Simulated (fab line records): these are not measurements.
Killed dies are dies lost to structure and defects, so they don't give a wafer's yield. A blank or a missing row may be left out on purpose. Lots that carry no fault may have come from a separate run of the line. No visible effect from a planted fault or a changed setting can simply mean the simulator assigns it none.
A struck lot beside a sound one :: flow nand_harc :: 14 out of 1159 route steps
Sound: wafers L202.1, L202.3, L202.5. Struck: wafer L211.2. (L211.3, L211.4 of the same lot were not struck and are left out.) The cause comes at the end.
Per side, at each step with rows, come the tool, then ch with its chambers, and then its first start. Under that, the readings that differ: sound wafers :: struck wafers :: difference of the means :: sigmas: that difference in standard deviations of wafers without a fault.
alike: readings with means less than 2 such deviations apart, plus words and numbers identical on both sides. not compared: withheld readings, readings lacking a value on some wafer, bounds such as >300 that could conceal the same value, and numbers that have no deviation in the record and whose values overlap.
Wherever a step has rows on one side only, a row that says differs or no value, or a row with sigmas, the two part there. Numbers that have no deviation but don't overlap get no sigmas and don't part them. A reading that every wafer of one side lacks parts them only if that side has two wafers or more.

NHARC_A_CONTACT_INSPECT_10:
  sound on defect_inspect-02 at day 17 14:47; struck on defect_inspect-02 at day 20 06:57
  alike: raw_defect_count
NHARC_A_CONTACT_DESCUM_13: chemistry O2, time 3 s.
  sound on rie_diel-10 ch 0,1,3, day 17 14:52; struck on rie_diel-13 ch 1, day 20 07:01
  alike: drypump_motor_current_A, oes_product_au, rf_vpp_V, showerhead_plenum_p_Torr, throttle_valve_pct
  not compared: rf_hours_counter_h
then, 5 steps without rows for these wafers: NHARC_A_CONTACT_ETCH_88 (etches the open film in CF4, target depth 39 nm, time 65 s); NHARC_A_CONTACT_ETCH_89 (etches the open film in N2/H2, target depth 260 nm, time 475.3 s); NHARC_A_CONTACT_ETCH_30 (etches the open film in CF4/CHF3, target depth 60.5 nm, time 30.2 s); NHARC_A_CONTACT_ETCH_31 (etches the open film in O2/COS, target depth 2000 nm, time 520 s); NHARC_A_CONTACT_ETCH_134 (etches the open film in C4F8/O2/Ar, time 140 s, target depth 700 nm).
NHARC_A_CONTACT_ETCH_135: etches the open film in C4F8/O2/Ar, time 132 s, target depth 1287 nm.
  sound on har_cap_etch-03 ch 0,1, day 17 16:11; struck on har_cap_etch-02 ch 0, day 20 08:20
  not compared: rf_hours_counter_h, run_length_s
then, 1 step without rows for these wafers: NHARC_A_CONTACT_ETCH_136 (etches the open film in C4F8/O2/Ar, time 132 s, target depth 1287 nm).
NHARC_A_CONTACT_ETCH_137: etches the open film in C4F8/O2/Ar, time 132 s, target depth 1287 nm.
  sound on har_cap_etch-03 ch 0,1, day 17 16:25; struck on har_cap_etch-02 ch 0, day 20 08:35
  not compared: rf_hours_counter_h, run_length_s
NHARC_A_CONTACT_ETCH_138: etches the open film in C4F8/O2/Ar, time 132 s, target depth 1289 nm.
  sound on har_cap_etch-03 ch 0,1, day 17 16:32; struck on har_cap_etch-02 ch 0, day 20 08:42
  not compared: rf_hours_counter_h, run_length_s
then, 1 step without rows for these wafers: NHARC_A_CONTACT_ETCH_139 (etches the open film in C4F8/O2/Ar, time 137 s, target depth 590 nm).
NHARC_A_CONTACT_ETCH_92: etches the open film in CH3F/O2, target depth 40 nm, time 85.7 s.
  sound on rie_diel-12 ch 0,1,3, day 17 17:06; struck on rie_diel-12 ch 0, day 20 09:20
reading: run_length_s (s)
sound: 106.6 107.3 106.5
struck: 80.0
difference: -26.8
sigmas: -71
  alike: drypump_motor_current_A, oes_product_au, rf_vpp_V, showerhead_plenum_p_Torr, throttle_valve_pct
  not compared: rf_fwd_power_W, rf_hours_counter_h
NHARC_A_CONTACT_ETCH_98: etches the open film in C4F6/O2, target depth 20 nm, time 10 s.
  sound on rie_diel-12 ch 0,1,2; struck on rie_diel-12 ch 1
  alike: drypump_motor_current_A, oes_product_au, rf_fwd_power_W, rf_vpp_V, run_length_s, showerhead_plenum_p_Torr, throttle_valve_pct
  not compared: rf_hours_counter_h

== WHERE THEY PART ==
Only at NHARC_A_CONTACT_ETCH_92, within this record. Later steps at which nothing parts them and some readings are alike: NHARC_A_CONTACT_ETCH_98.

WHY: what had been put in by the simulator
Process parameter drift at NHARC_A_CONTACT_ETCH_92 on rie_diel-12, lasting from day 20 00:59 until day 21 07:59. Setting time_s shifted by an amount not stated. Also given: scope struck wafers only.
